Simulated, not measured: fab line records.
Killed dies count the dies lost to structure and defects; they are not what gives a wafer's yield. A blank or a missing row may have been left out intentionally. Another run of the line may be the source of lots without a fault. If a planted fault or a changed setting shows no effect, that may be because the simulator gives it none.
fab line records	flow n5Finfet
[record] lots = 24	wafers = 72	lastDay = 18
route steps=1938 shown BEOL_M5@1153 BEOL_M6@1228 BEOL_M7@1296
lots with no fault: from the same line, run without faults
startH: hours from the record's first day to the start of the lot's first wafer shown	waitH: how many hours have passed since the lot's step before this one	" unchanged from the row above	L1.1+2: several wafers, shown together as one row	- no value, or no start was given	* or withheld: withheld	< > ~ a bound
route shown NAME@n: a module of which the file shows steps, and the number in the route of the first	usual: mean and standard deviation over wafers with no fault	same: alike in all rows	chamber/n: place in a boat	sites: the reading at each site	_std_site: their standard deviation	_edge_site: mean of outer sites minus mean of inner sites	radiusMm: how far each site lies from the wafer's centre	mask NAME#n: copy n	behind: the most recent tool/chamber to have shaped the wafer	hold: what put the lot on hold/how long, in hours/how the hold closed	device: transistor that didn't switch, given as n, p or np	end of line: the same wafers' tests at the end of the route	for a step that has no rows: nothing shown but its recipe	killed: at the first sort, the dies lost to defects and structure; wafer yield is something else	map: the dies of a wafer, with x for killed, . for not killed, _ for no die there
set.NAME: the setting that was run; set.NAME@STEP: the one run at that earlier step	model.NAME: the simulator's own value behind a step, which no gauge read
steps of the route over a sample of lots; a table a step, a row a wafer
services: from which hour (startH, from the record's first day; less than 0 if before it) a tool's chamber was out of use, for how many hours, and why
[[steps]]
[step N5_BEOL_M5_ETCH_67]
[recipe] chemistry = CF4	target = SiARC	targetDepthA = 156	maskMaterial = CAR-EUV	timeS = 26	ionEnergyEv = 80	pressureMtorr = 40	sourceW = 545	biasW = 36	Ar_flow_sccm = 100	cf4FlowSccm = 100	ends = cleared
[usual] biasW = 35.98/0.099	drypumpMotorCurrentA = 5.7/0.44	etchRfOnTimeS = 26.1/0.61	oesProductAu = 0.66/0.077	rfVppV = 184.3/1.2	showerheadPlenumPTorr = 2.16/0.068	throttleValvePct = 15.70/0.21
lot.wafer	tool	chamber	startH	waitH	biasW	drypumpMotorCurrentA	etchRfOnTimeS	oesProductAu	rfHoursCounterH	rfVppV	showerheadPlenumPTorr	throttleValvePct
L074.2	rieDiel-01	2	175.87	0.0	35.87	5.1	27.2	0.65	137	183.9	2.25	15.78
L074.3	"	0	"	"	36.06	6.2	26.7	0.60	192	184.0	2.05	15.99
L074.6	"	1	"	"	36.01	6.4	26.1	0.65	-	184.8	2.14	15.79
L075.1	rieDiel-06	0	177.54	0.0	36.01	5.6	26.8	0.62	192	185.4	2.20	15.81
L075.3	"	3	"	"	36.23	6.2	25.3	0.62	232	184.5	2.11	15.76
L075.5	"	1	"	"	35.89	5.5	26.1	0.65	-	181.1	1.99	15.48
L076.2	rieDiel-01	0	186.80	0.0	36.05	6.2	26.4	0.60	194	182.9	2.05	15.98
L076.3	"	2	"	"	36.05	5.1	26.8	0.65	140	185.7	2.25	15.77
L076.5	"	2	"	"	36.09	5.1	26.7	0.65	-	184.7	2.25	15.76
L077.3	rieDiel-04	3	195.07	0.0	36.00	6.0	26.0	0.59	233	184.4	2.21	15.76
L077.5	"	1	"	"	36.24	5.4	26.0	0.59	-	186.8	2.19	16.04
L077.6	"	0	"	"	35.96	5.4	26.5	0.64	-	185.5	2.21	15.67
L078.2	rieDiel-01	2	201.12	0.0	36.00	5.1	26.8	0.65	145	183.8	2.25	15.80
L078.4	"	3	"	"	36.18	5.9	26.7	0.59	233	184.9	2.12	15.65
L078.6	"	2	"	"	35.94	5.1	27.0	0.65	-	185.7	2.25	15.79
L080.1	rieDiel-06	2	207.41	0.0	35.96	4.8	25.1	0.79	20	185.1	2.27	15.43
L080.3	"	3	"	"	35.93	6.1	25.0	0.62	239	183.6	2.10	15.77
L080.5	"	3	"	"	35.87	6.1	24.8	0.62	-	182.9	2.10	15.78
L081.1	rieDiel-04	3	217.96	0.0	35.89	6.0	26.1	0.58	239	185.6	2.21	15.78
L081.3	"	2	"	"	36.16	5.8	26.4	0.71	68	183.3	2.17	15.49
L081.6	"	0	"	"	35.87	5.3	26.2	0.64	-	183.8	2.21	15.69
L079.2	rieDiel-06	2	217.98	0.0	35.95	4.8	25.2	0.78	23	186.5	2.27	15.47
L079.3	"	3	"	"	35.88	6.2	25.3	0.61	243	182.7	2.10	15.79
L079.6	"	0	"	"	36.06	5.6	26.8	0.61	-	185.4	2.20	15.83
L083.3	rieDiel-04	3	223.69	0.0	35.82	6.0	26.0	0.58	241	183.9	2.21	15.78
L083.4	"	2	"	"	35.87	5.9	26.7	0.70	70	183.9	2.17	15.48
L083.5	"	1	"	"	35.96	5.4	25.4	0.60	-	185.3	2.19	16.05
L082.2	rieDiel-01	2	235.85	0.0	35.90	5.1	27.1	0.63	155	185.5	2.24	15.79
L082.3	"	3	"	"	35.66	5.9	26.9	0.57	243	184.6	2.12	15.65
L082.5	"	2	"	"	36.02	5.1	26.7	0.64	-	185.6	2.25	15.81
L084.1	rieDiel-04	3	242.29	0.0	35.77	6.0	26.1	0.58	247	184.2	2.20	15.79
L084.2	"	2	"	"	35.91	5.9	26.7	0.70	74	184.8	2.17	15.48
L084.4	"	0	"	"	35.94	5.3	26.0	0.63	190	185.7	2.21	15.71
L085.2	rieDiel-04	2	247.50	0.0	35.98	5.9	26.4	0.71	76	183.3	2.17	15.48
L085.3	"	3	"	"	35.90	6.1	26.2	0.58	249	183.5	2.20	15.81
L085.5	"	2	"	"	36.00	5.9	26.4	0.70	-	184.1	2.17	15.50
L086.1	rieDiel-04	0	252.58	0.0	35.87	5.3	26.0	0.63	194	183.9	2.21	15.71
L086.4	"	0	"	"	35.86	5.3	26.1	0.63	-	186.0	2.21	15.72
L086.6	"	2	"	"	36.09	5.9	26.1	0.70	-	182.9	2.17	15.50
L087.1	rieDiel-01	3	259.01	0.0	35.97	5.9	26.7	0.57	251	182.9	2.12	15.67
L087.4	"	0	"	"	36.08	6.3	26.5	0.59	-	181.6	2.04	16.01
L087.5	"	1	"	"	35.93	6.4	25.9	0.64	-	184.3	2.13	15.84
L088.2	rieDiel-01	0	262.24	0.0	35.95	6.2	26.6	0.58	217	181.3	2.04	16.02
L088.5	"	2	"	"	35.95	5.1	26.7	0.63	-	186.0	2.24	15.84
L088.6	"	0	"	"	35.88	6.2	26.8	0.58	-	182.4	2.04	16.01
L089.4	rieDiel-06	3	266.19	0.0	35.98	6.1	25.1	0.83	3	183.0	2.10	15.30
L089.5	"	3	"	"	35.91	6.2	25.2	0.84	-	183.4	2.10	15.30
L089.6	"	2	"	"	35.88	4.8	25.2	0.76	-	184.9	2.27	15.48
L090.1	rieDiel-04	3	273.64	0.0	36.00	6.0	26.1	0.83	0	183.6	2.20	15.27
L090.2	"	0	"	"	35.79	5.3	26.2	0.62	204	185.3	2.20	15.75
L090.6	"	2	"	"	36.01	5.9	26.3	0.70	-	183.0	2.17	15.51
L091.1	rieDiel-01	1	277.61	0.0	35.90	6.4	26.0	0.63	193	183.7	2.13	15.86
L091.3	"	2	"	"	36.05	5.1	26.6	0.63	164	184.3	2.24	15.81
L091.5	"	2	"	"	35.94	5.1	26.6	0.64	-	186.0	2.24	15.82
L092.1	rieDiel-04	2	289.49	0.0	35.83	5.9	26.5	0.68	89	183.7	2.16	15.51
L092.2	"	3	"	"	36.08	6.0	26.0	0.79	7	184.0	2.20	15.28
L092.6	"	3	"	"	35.92	6.1	26.4	0.80	-	185.0	2.20	15.29
L094.1	rieDiel-06	3	296.50	0.0	35.98	6.1	24.9	0.81	14	184.1	2.10	15.32
L094.5	"	2	"	"	35.89	4.8	25.6	0.73	-	185.5	2.26	15.51
L094.6	"	3	"	"	36.07	6.2	25.1	0.79	-	184.7	2.09	15.32
L093.1	rieDiel-01	3	297.01	0.0	35.83	5.9	25.8	0.83	4	182.8	2.12	15.19
L093.4	"	0	"	"	35.95	6.2	26.9	0.58	232	183.3	2.04	16.06
L093.5	"	1	"	"	35.99	6.4	26.5	0.62	-	182.3	2.12	15.88
L095.1	rieDiel-04	2	310.04	0.0	36.00	5.9	26.6	0.68	96	185.0	2.16	15.53
L095.2	"	3	"	"	36.01	6.0	26.1	0.77	14	185.2	2.20	15.29
L095.4	"	1	"	"	35.78	5.4	24.9	0.86	3	185.5	2.18	15.60
L096.2	rieDiel-04	0	313.50	0.0	35.85	5.3	26.2	0.61	219	184.5	2.20	15.77
L096.3	"	1	"	"	35.96	5.4	24.8	0.87	4	182.9	2.18	15.61
L096.5	"	2	"	"	35.97	5.9	26.5	0.67	-	186.8	2.16	15.51
L097.1	rieDiel-04	2	325.38	0.0	36.10	5.9	26.3	0.68	100	183.4	2.16	15.56
L097.3	"	0	"	"	36.13	5.3	26.2	0.61	223	184.5	2.20	15.77
L097.5	"	2	"	"	36.12	5.9	26.5	0.68	-	182.7	2.16	15.53
[step N5_BEOL_M5_ETCH_68]
[recipe] chemistry = N2/H2	target = SOC	targetDepthA = 800	overetchA = 160	maskMaterial = SiARC	tempC = 40	timeS = 120	ionEnergyEv = 200	pressureMtorr = 30	sourceW = 840	biasW = 150	n2FlowSccm = 200	h2FlowSccm = 200
[usual] biasW = 150.0/0.45	drypumpMotorCurrentA = 5.7/0.44	h2FlowSccm = 200.0/0.62	oesProductAu = 0.59/0.064	rfVppV = 524.6/2.5	showerheadPlenumPTorr = 2.56/0.082	throttleValvePct = 17.87/0.27
lot.wafer	tool	chamber	startH	waitH	biasW	drypumpMotorCurrentA	h2FlowSccm	oesProductAu	rfHoursCounterH	rfVppV	showerheadPlenumPTorr	throttleValvePct
L074.2	rieDiel-01	2	175.90	0.0	150.2	5.1	199.8	0.59	137	526.3	2.64	17.79
L074.3	"	0	"	"	149.8	6.2	199.2	0.55	192	522.0	2.41	18.07
L074.6	"	1	"	"	150.2	6.4	200.2	0.59	-	523.3	2.55	18.02
L075.1	rieDiel-06	0	177.57	0.0	150.7	5.6	201.2	0.57	192	525.6	2.62	18.03
L075.3	"	3	"	"	150.5	6.1	199.7	0.55	232	523.5	2.50	17.90
L075.5	"	1	"	"	149.7	5.6	200.8	0.59	-	518.7	2.37	17.82
L076.2	rieDiel-01	0	186.82	0.0	150.2	6.3	199.7	0.55	194	522.1	2.40	18.09
L076.3	"	2	"	"	150.0	5.1	199.9	0.59	141	529.1	2.64	17.77
L076.5	"	2	"	"	149.7	5.1	200.1	0.59	-	526.4	2.64	17.77
L077.3	rieDiel-04	3	195.10	0.0	150.3	6.0	199.5	0.53	233	525.4	2.61	17.86
L077.5	"	1	"	"	150.4	5.4	199.1	0.54	-	525.8	2.62	18.47
L077.6	"	0	"	"	150.5	5.3	200.5	0.58	-	527.0	2.62	17.79
L078.2	rieDiel-01	2	201.14	0.0	150.1	5.1	199.2	0.59	145	526.1	2.64	17.80
L078.4	"	3	"	"	150.2	5.9	201.4	0.53	233	522.4	2.51	17.87
L078.6	"	2	"	"	150.1	5.1	199.9	0.59	-	527.4	2.64	17.80
L080.1	rieDiel-06	2	207.43	0.0	149.9	4.8	199.4	0.70	20	528.6	2.71	17.62
L080.3	"	3	"	"	148.8	6.1	199.5	0.54	239	524.8	2.49	17.95
L080.5	"	3	"	"	149.7	6.2	200.1	0.55	-	524.4	2.49	17.94
L081.1	rieDiel-04	3	217.99	0.0	149.7	6.0	200.9	0.53	239	525.1	2.61	17.87
L081.3	"	2	"	"	149.5	5.9	200.8	0.64	68	525.0	2.56	17.53
L081.6	"	0	"	"	150.3	5.3	199.8	0.57	-	528.2	2.62	17.81
L079.2	rieDiel-06	2	218.01	0.0	149.2	4.8	201.3	0.69	23	527.8	2.71	17.63
L079.3	"	3	"	"	150.4	6.2	199.7	0.54	243	524.4	2.49	17.93
L079.6	"	0	"	"	150.2	5.6	199.3	0.56	-	525.7	2.62	18.03
L083.3	rieDiel-04	3	223.72	0.0	149.5	6.1	199.4	0.52	241	526.7	2.60	17.88
L083.4	"	2	"	"	149.9	5.8	201.2	0.63	70	523.7	2.56	17.51
L083.5	"	1	"	"	149.9	5.5	200.5	0.53	-	525.2	2.62	18.47
L082.2	rieDiel-01	2	235.88	0.0	149.7	5.1	199.0	0.59	155	526.1	2.63	17.81
L082.3	"	3	"	"	149.9	5.9	200.2	0.53	243	521.7	2.51	17.87
L082.5	"	2	"	"	150.6	5.1	199.8	0.59	-	526.1	2.63	17.81
L084.1	rieDiel-04	3	242.32	0.0	149.8	6.0	199.3	0.52	247	526.2	2.60	17.86
L084.2	"	2	"	"	149.4	5.9	199.7	0.63	74	524.3	2.56	17.53
L084.4	"	0	"	"	148.9	5.3	199.7	0.57	190	527.8	2.62	17.82
L085.2	rieDiel-04	2	247.53	0.0	150.8	5.9	200.3	0.63	76	524.4	2.56	17.53
L085.3	"	3	"	"	149.8	6.0	200.9	0.52	249	525.8	2.60	17.87
L085.5	"	2	"	"	150.1	5.9	199.4	0.63	-	525.3	2.56	17.52
L086.1	rieDiel-04	0	252.60	0.0	149.6	5.3	200.2	0.57	194	526.7	2.62	17.85
L086.4	"	0	"	"	149.3	5.3	199.8	0.57	-	526.2	2.62	17.82
L086.6	"	2	"	"	149.8	5.9	200.7	0.63	-	524.9	2.56	17.53
L087.1	rieDiel-01	3	259.04	0.0	150.5	6.0	199.0	0.52	251	521.9	2.51	17.88
L087.4	"	0	"	"	150.8	6.2	199.1	0.54	-	519.7	2.40	18.11
L087.5	"	1	"	"	150.4	6.4	200.6	0.57	-	524.3	2.54	18.05
L088.2	rieDiel-01	0	262.27	0.0	150.5	6.2	200.7	0.54	217	521.1	2.39	18.13
L088.5	"	2	"	"	150.4	5.1	200.4	0.58	-	525.5	2.63	17.80
L088.6	"	0	"	"	150.3	6.2	200.4	0.54	-	519.4	2.39	18.11
L089.4	rieDiel-06	3	266.22	0.0	149.5	6.2	200.0	0.73	3	522.2	2.49	17.51
L089.5	"	3	"	"	149.2	6.2	200.0	0.73	-	523.1	2.49	17.49
L089.6	"	2	"	"	150.0	4.8	198.8	0.66	-	529.3	2.70	17.64
L090.1	rieDiel-04	3	273.67	0.0	150.3	6.0	200.2	0.74	0	527.1	2.60	17.36
L090.2	"	0	"	"	149.8	5.3	200.2	0.56	204	525.7	2.61	17.87
L090.6	"	2	"	"	150.1	5.9	200.4	0.62	-	525.9	2.55	17.55
L091.1	rieDiel-01	1	277.64	0.0	150.5	6.4	200.0	0.56	193	522.5	2.53	18.07
L091.3	"	2	"	"	150.2	5.1	200.0	0.58	164	525.7	2.63	17.83
L091.5	"	2	"	"	149.9	5.1	199.9	0.58	-	526.5	2.63	17.83
L092.1	rieDiel-04	2	289.51	0.0	150.2	5.9	199.8	0.62	89	525.3	2.55	17.55
L092.2	"	3	"	"	150.2	6.0	200.3	0.72	7	525.2	2.60	17.37
L092.6	"	3	"	"	150.4	6.0	200.2	0.71	-	525.7	2.60	17.36
L094.1	rieDiel-06	3	296.53	0.0	150.2	6.2	200.0	0.70	14	522.5	2.48	17.53
L094.5	"	2	"	"	150.2	4.8	199.5	0.66	-	527.4	2.70	17.66
L094.6	"	3	"	"	150.0	6.1	199.8	0.70	-	522.7	2.48	17.54
L093.1	rieDiel-01	3	297.04	0.0	149.7	5.9	199.0	0.73	4	522.9	2.50	17.43
L093.4	"	0	"	"	149.9	6.2	199.2	0.52	232	518.7	2.39	18.15
L093.5	"	1	"	"	149.9	6.4	200.5	0.56	-	523.7	2.53	18.10
L095.1	rieDiel-04	2	310.06	0.0	150.2	5.9	200.0	0.62	96	524.0	2.55	17.57
L095.2	"	3	"	"	150.7	6.0	199.3	0.70	14	524.7	2.59	17.39
L095.4	"	1	"	"	149.9	5.4	199.6	0.75	3	526.2	2.61	18.16
L096.2	rieDiel-04	0	313.52	0.0	149.6	5.3	200.1	0.55	219	524.9	2.60	17.88
L096.3	"	1	"	"	151.0	5.4	200.4	0.75	4	525.5	2.61	18.15
L096.5	"	2	"	"	150.7	5.9	200.4	0.61	-	526.1	2.55	17.57
L097.1	rieDiel-04	2	325.40	0.0	150.0	5.9	200.0	0.62	100	524.6	2.55	17.57
L097.3	"	0	"	"	150.1	5.3	200.8	0.55	223	525.6	2.60	17.89
L097.5	"	2	"	"	150.3	5.9	199.9	0.61	-	523.7	2.55	17.57
[step N5_BEOL_M5_SPUTTER_83]
[recipe] material = Cu	targetThkA = 150	tempC = -20	chamberPressurePa = 0.07	powerW = withheld	timeS = 27.62
[usual] throttleValvePct = 29.9/1.2
lot.wafer	tool	chamber	startH	waitH	throttleValvePct
L074.2	pvdSputter-03	-	179.73	0.5	29.1
L074.3	"	-	"	"	30.8
L074.6	"	-	"	"	31.0
L075.1	pvdSputter-01	-	182.74	0.5	28.0
L075.3	"	-	"	"	30.4
L075.5	"	-	"	"	28.2
L076.2	pvdSputter-01	-	191.43	0.5	31.4
L076.3	"	-	"	"	30.4
L076.5	"	-	"	"	31.2
L077.3	pvdSputter-01	-	199.22	0.5	29.8
L077.5	"	-	"	"	29.8
L077.6	"	-	"	"	30.3
L078.2	pvdSputter-01	-	204.75	0.5	27.9
L078.4	"	-	"	"	29.8
L078.6	"	-	"	"	31.4
L080.1	pvdSputter-02	-	211.61	0.5	29.8
L080.3	"	-	"	"	31.4
L080.5	"	-	"	"	29.5
L081.1	pvdSputter-02	-	221.76	0.5	31.2
L081.3	"	-	"	"	29.5
L081.6	"	-	"	"	29.6
L079.2	pvdSputter-01	-	221.82	0.5	27.9
L079.3	"	-	"	"	29.7
L079.6	"	-	"	"	30.0
L083.3	pvdSputter-03	-	227.98	0.5	29.2
L083.4	"	-	"	"	28.2
L083.5	"	-	"	"	28.0
L082.2	pvdSputter-03	-	239.55	0.5	29.1
L082.3	"	-	"	"	31.1
L082.5	"	-	"	"	31.0
L084.1	pvdSputter-02	-	246.48	0.5	28.1
L084.2	"	-	"	"	31.3
L084.4	"	-	"	"	29.6
L085.2	pvdSputter-02	-	251.48	0.5	28.4
L085.3	"	-	"	"	31.0
L085.5	"	-	"	"	31.0
L086.1	pvdSputter-02	-	256.37	0.5	31.2
L086.4	"	-	"	"	29.9
L086.6	"	-	"	"	30.8
L087.1	pvdSputter-01	-	263.30	0.5	31.3
L087.4	"	-	"	"	28.0
L087.5	"	-	"	"	31.4
L088.2	pvdSputter-01	-	267.73	0.5	31.5
L088.5	"	-	"	"	29.8
L088.6	"	-	"	"	31.3
L089.4	pvdSputter-03	-	272.03	0.5	30.9
L089.5	"	-	"	"	30.8
L089.6	"	-	"	"	29.1
L090.1	pvdSputter-01	-	277.55	0.5	29.9
L090.2	"	-	"	"	27.7
L090.6	"	-	"	"	31.4
L091.1	pvdSputter-03	-	281.81	0.5	30.6
L091.3	"	-	"	"	31.1
L091.5	"	-	"	"	29.1
L092.1	pvdSputter-03	-	294.73	0.5	28.9
L092.2	"	-	"	"	28.1
L092.6	"	-	"	"	30.8
L094.1	pvdSputter-01	-	300.39	0.5	30.6
L094.5	"	-	"	"	30.2
L094.6	"	-	"	"	27.9
L093.1	pvdSputter-02	-	302.83	0.5	28.8
L093.4	"	-	"	"	31.1
L093.5	"	-	"	"	30.8
L095.1	pvdSputter-02	-	315.15	0.5	29.5
L095.2	"	-	"	"	30.9
L095.4	"	-	"	"	28.4
L096.2	pvdSputter-01	-	318.07	0.5	31.3
L096.3	"	-	"	"	27.8
L096.5	"	-	"	"	30.4
L097.1	pvdSputter-03	-	329.59	0.5	28.1
L097.3	"	-	"	"	30.7
L097.5	"	-	"	"	30.9
[step N5_BEOL_M6_OVL_MEAS_29]
[recipe] pointsPerWafer = 522
[usual] V5_OVL = -0.2/0.92
lot.wafer	tool	chamber	startH	waitH	V5_OVL[nm]
L074.2	overlay-01	0	189.08	0.0	-1.3
L074.3	"	0	"	"	0.4
L074.6	"	0	"	"	-0.9
L075.1	overlay-01	0	191.82	0.0	-0.6
L075.3	"	0	"	"	0.1
L075.5	"	0	"	"	-0.2
L076.2	overlay-01	0	200.68	0.0	0.2
L076.3	"	0	"	"	-0.6
L076.5	"	0	"	"	-1.3
L077.3	overlay-02	0	207.08	0.0	-0.8
L077.5	"	0	"	"	-0.6
L077.6	"	0	"	"	0.0
L078.2	overlay-02	0	213.54	0.0	1.7
L078.4	"	0	"	"	0.9
L078.6	"	0	"	"	0.3
L080.1	overlay-01	0	220.59	0.0	0.3
L080.3	"	0	"	"	-0.8
L080.5	"	0	"	"	1.3
L079.2	overlay-02	0	230.28	0.0	-0.2
L079.3	"	0	"	"	-0.2
L079.6	"	0	"	"	-0.4
L081.1	overlay-01	0	230.45	0.0	0.5
L081.3	"	0	"	"	1.1
L081.6	"	0	"	"	-0.4
L083.3	overlay-02	0	237.22	0.0	-0.7
L083.4	"	0	"	"	0.1
L083.5	"	0	"	"	0.3
L082.2	overlay-02	0	246.78	0.0	-0.3
L082.3	"	0	"	"	-0.2
L082.5	"	0	"	"	0.0
L084.1	overlay-02	0	258.49	0.0	-2.6
L084.2	"	0	"	"	-1.1
L084.4	"	0	"	"	-1.0
L085.2	overlay-02	0	261.90	0.0	0.2
L085.3	"	0	"	"	-0.4
L085.5	"	0	"	"	-1.0
L086.1	overlay-02	0	265.37	0.0	1.5
L086.4	"	0	"	"	-0.2
L086.6	"	0	"	"	1.5
L087.1	overlay-02	0	273.43	0.0	0.3
L087.4	"	0	"	"	1.4
L087.5	"	0	"	"	-0.1
L088.2	overlay-02	0	275.13	0.0	-1.1
L088.5	"	0	"	"	-2.3
L088.6	"	0	"	"	-1.6
L089.4	overlay-01	0	279.32	0.0	0.3
L089.5	"	0	"	"	-1.1
L089.6	"	0	"	"	0.3
L090.1	overlay-01	0	285.77	0.1	-1.3
L090.2	"	0	"	"	-0.4
L090.6	"	0	"	"	-0.7
L091.1	overlay-01	0	289.42	0.0	-1.0
L091.3	"	0	"	"	0.6
L091.5	"	0	"	"	0.6
L092.1	overlay-02	0	302.25	0.0	0.6
L092.2	"	0	"	"	-0.4
L092.6	"	0	"	"	1.2
L094.1	overlay-01	0	305.83	0.1	-0.5
L094.5	"	0	"	"	0.6
L094.6	"	0	"	"	0.2
L093.1	overlay-02	0	312.78	0.0	-0.1
L093.4	"	0	"	"	-0.5
L093.5	"	0	"	"	-0.4
L095.1	overlay-02	0	322.45	0.0	-0.3
L095.2	"	0	"	"	-0.7
L095.4	"	0	"	"	-0.7
L096.2	overlay-02	0	325.21	0.0	0.5
L096.3	"	0	"	"	1.3
L096.5	"	0	"	"	0.8
L097.1	overlay-02	0	336.29	0.0	-0.8
L097.3	"	0	"	"	-1.4
L097.5	"	0	"	"	-0.7
[step N5_BEOL_M6_THK_MEAS_53]
[recipe] thkMeasGauge = xrf	reads = Cu_of_BEOL_M6_ECD_50
[usual] M6_THK = 79.6/1.8
lot.wafer	tool	chamber	startH	waitH	M6_THK[nm]
L074.2	filmMetro-01	-	195.24	-	77.2
L074.3	"	-	"	"	79.9
L074.6	"	-	"	"	77.5
L075.1	filmMetro-01	-	197.15	-	78.9
L075.3	"	-	"	"	79.8
L075.5	"	-	"	"	81.1
L076.2	filmMetro-01	-	205.44	-	78.4
L076.3	"	-	"	"	80.0
L076.5	"	-	"	"	79.5
L077.3	filmMetro-01	-	213.48	-	80.8
L077.5	"	-	"	"	76.5
L077.6	"	-	"	"	79.7
L078.2	filmMetro-02	-	219.93	-	77.6
L078.4	"	-	"	"	79.9
L078.6	"	-	"	"	80.9
L080.1	filmMetro-01	-	228.09	-	81.4
L080.3	"	-	"	"	78.3
L080.5	"	-	"	"	82.0
L079.2	filmMetro-01	-	237.27	-	79.2
L079.3	"	-	"	"	78.4
L079.6	"	-	"	"	81.0
L081.1	filmMetro-02	-	238.39	-	78.6
L081.3	"	-	"	"	81.3
L081.6	"	-	"	"	81.5
L083.3	filmMetro-02	-	243.22	-	79.2
L083.4	"	-	"	"	81.4
L083.5	"	-	"	"	81.1
L082.2	filmMetro-01	-	250.07	-	78.6
L082.3	"	-	"	"	80.3
L082.5	"	-	"	"	81.1
L084.1	filmMetro-01	-	261.88	-	80.2
L084.2	"	-	"	"	76.9
L084.4	"	-	"	"	80.2
L085.2	filmMetro-02	-	266.04	-	78.2
L085.3	"	-	"	"	78.1
L085.5	"	-	"	"	78.9
L086.1	filmMetro-02	-	270.09	-	81.3
L086.4	"	-	"	"	82.0
L086.6	"	-	"	"	78.6
L087.1	filmMetro-01	-	276.16	-	78.8
L087.4	"	-	"	"	77.9
L087.5	"	-	"	"	77.4
L088.2	filmMetro-02	-	279.68	-	80.0
L088.5	"	-	"	"	79.2
L088.6	"	-	"	"	77.5
L089.4	filmMetro-02	-	283.93	-	81.3
L089.5	"	-	"	"	80.3
L089.6	"	-	"	"	78.3
L090.1	filmMetro-02	-	289.32	-	80.0
L090.2	"	-	"	"	79.2
L090.6	"	-	"	"	75.9
L091.1	filmMetro-01	-	292.59	-	81.8
L091.3	"	-	"	"	80.9
L091.5	"	-	"	"	82.2
L092.1	filmMetro-01	-	305.08	-	76.1
L092.2	"	-	"	"	79.4
L092.6	"	-	"	"	80.1
L094.1	filmMetro-01	-	309.72	-	77.0
L094.5	"	-	"	"	77.7
L094.6	"	-	"	"	79.7
L093.1	filmMetro-01	-	316.67	-	80.7
L093.4	"	-	"	"	84.6
L093.5	"	-	"	"	83.6
L095.1	filmMetro-01	-	326.62	-	83.0
L095.2	"	-	"	"	75.5
L095.4	"	-	"	"	80.3
L096.2	filmMetro-01	-	329.94	-	77.8
L096.3	"	-	"	"	80.2
L096.5	"	-	"	"	81.5
L097.1	filmMetro-02	-	341.67	-	79.3
L097.3	"	-	"	"	81.3
L097.5	"	-	"	"	82.1
[step N5_BEOL_M7_CD_MEAS_28]
[recipe] targetCdNm = 40	landingEnergyEv = 500	detector = seInlens
[usual] cdNm = 40.06/0.23
lot.wafer	tool	chamber	startH	waitH	cdNm
L074.2	cdSem-02	0	200.29	-	40.43
L074.3	"	0	"	"	40.04
L074.6	"	0	"	"	40.18
L075.1	cdSem-02	0	201.07	-	40.06
L075.3	"	0	"	"	40.11
L075.5	"	0	"	"	39.92
L076.2	cdSem-02	0	210.33	-	40.03
L076.3	"	0	"	"	40.17
L076.5	"	0	"	"	39.99
L077.3	cdSem-01	0	217.67	-	39.85
L077.5	"	0	"	"	40.56
L077.6	"	0	"	"	40.34
L078.2	cdSem-01	0	223.51	-	39.60
L078.4	"	0	"	"	39.81
L078.6	"	0	"	"	39.98
L080.1	cdSem-03	0	233.31	-	40.07
L080.3	"	0	"	"	39.84
L080.5	"	0	"	"	40.13
L079.2	cdSem-03	0	241.02	-	39.77
L079.3	"	0	"	"	39.59
L079.6	"	0	"	"	40.00
L081.1	cdSem-03	0	241.31	-	40.03
L081.3	"	0	"	"	40.22
L081.6	"	0	"	"	39.81
L083.3	cdSem-03	0	247.19	-	39.70
L083.4	"	0	"	"	40.20
L083.5	"	0	"	"	39.71
L082.2	cdSem-02	0	258.50	-	39.76
L082.3	"	0	"	"	40.02
L082.5	"	0	"	"	39.99
L084.1	cdSem-02	0	265.29	-	40.06
L084.2	"	0	"	"	40.24
L084.4	"	0	"	"	40.63
L085.2	cdSem-03	0	273.47	-	40.23
L085.3	"	0	"	"	39.92
L085.5	"	0	"	"	39.86
L086.1	cdSem-01	0	277.41	-	39.60
L086.4	"	0	"	"	39.77
L086.6	"	0	"	"	40.26
L087.1	cdSem-02	0	282.92	-	40.17
L087.4	"	0	"	"	39.91
L087.5	"	0	"	"	39.82
L088.2	cdSem-03	0	285.62	-	39.89
L088.5	"	0	"	"	39.85
L088.6	"	0	"	"	40.26
L089.4	cdSem-01	0	287.84	-	40.02
L089.5	"	0	"	"	39.83
L089.6	"	0	"	"	40.12
L090.1	cdSem-02	0	293.94	-	40.61
L090.2	"	0	"	"	40.20
L090.6	"	0	"	"	40.02
L091.1	cdSem-03	0	296.28	-	40.03
L091.3	"	0	"	"	39.96
L091.5	"	0	"	"	40.50
L092.1	cdSem-03	0	308.93	-	40.07
L092.2	"	0	"	"	39.69
L092.6	"	0	"	"	40.06
L094.1	cdSem-02	0	312.60	-	40.20
L094.5	"	0	"	"	39.97
L094.6	"	0	"	"	40.29
L093.1	cdSem-03	0	320.40	-	40.01
L093.4	"	0	"	"	40.09
L093.5	"	0	"	"	40.27
L095.1	cdSem-02	0	331.45	-	40.46
L095.2	"	0	"	"	40.19
L095.4	"	0	"	"	40.07
L096.2	cdSem-03	0	334.33	-	40.42
L096.3	"	0	"	"	40.00
L096.5	"	0	"	"	40.45
L097.1	cdSem-02	0	346.09	-	40.02
L097.3	"	0	"	"	40.13
L097.5	"	0	"	"	39.89
[[services]]
tool	chamber	startH	hours	kind
rieDiel-06	3	242.81	-	clean
rieDiel-06	3	242.81	-	consumableReplace:focusRing
rieDiel-06	3	242.81	17.0	scheduledDown
rieDiel-06	3	242.81	17.0	ventCycle
rieDiel-01	2	244.51	16.5	repair
rieDiel-04	3	251.21	-	clean
rieDiel-04	3	251.21	-	consumableReplace:focusRing
rieDiel-04	3	251.21	22.0	scheduledDown
rieDiel-04	3	251.21	22.0	ventCycle
pvdSputter-03	-	254.06	7.5	repair
rieDiel-01	3	261.45	-	clean
rieDiel-01	3	261.45	-	consumableReplace:focusRing
rieDiel-01	3	261.45	23.1	scheduledDown
rieDiel-01	3	261.45	23.1	ventCycle
rieDiel-04	1	273.24	-	clean
rieDiel-04	1	273.24	-	consumableReplace:focusRing
rieDiel-04	1	273.24	28.3	scheduledDown
rieDiel-04	1	273.24	28.3	ventCycle
rieDiel-06	0	287.07	4.0	repair
rieDiel-01	1	288.75	1.8	repair
[[key]]
fault none
